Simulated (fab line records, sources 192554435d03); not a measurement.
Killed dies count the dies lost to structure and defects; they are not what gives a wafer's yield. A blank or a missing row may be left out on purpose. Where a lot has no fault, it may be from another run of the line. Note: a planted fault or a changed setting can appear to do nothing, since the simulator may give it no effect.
Chamber matching -- flow n5Finfet -- N5_HKMG_FIN_ALD_36 on aldMetal-01 has 4 sister chambers
The step deposits TiN, target thk 1 nm, pulse time 1 s, purge time 3 s. 4 wafers are shown with their chamber, then 7 later ones without.

== WAFERS WITH THEIR CHAMBER ==
wafer,chamber,heaterPowerW (W)
L083.6,0,939
L087.5,3,771
L089.1,1,863
L089.2,2,898

== WAFERS WHOSE CHAMBER IS MISSING ==
wafer,heaterPowerW (W)
L089.6,858
L091.2,923
L091.3,879
L091.6,896
L093.1,965
L093.2,786
L093.5,883

== THE CHAMBER EACH PASSED THROUGH ==
wafer,from the rows above,in truth
L089.6,1,1
L091.2,can't be placed: 0 or 2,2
L091.3,can't be placed: 1 or 2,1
L091.6,2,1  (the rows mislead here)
L093.1,0,0
L093.2,3,3
L093.5,can't be placed: 2 or 1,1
Placed correctly: 3 of 7. From these rows, 3 cannot be placed; in 3 the true chamber is one of the candidates. Wrongly placed: 1.
How it was worked out, from the rows above alone: a wafer's distance from a chamber is the root of the sum, over the readings, of the square of ((its reading less the chamber's mean) divided by the reading's scatter). If the next closest chamber is less than 2 further off than the closest, the wafer can't be placed; otherwise it belongs to the closest. The mean given for a chamber averages the wafers shown for that chamber. The scatter: with one shown wafer a chamber, the root of the mean of the squares of how far each hidden wafer lies from its nearest shown one.
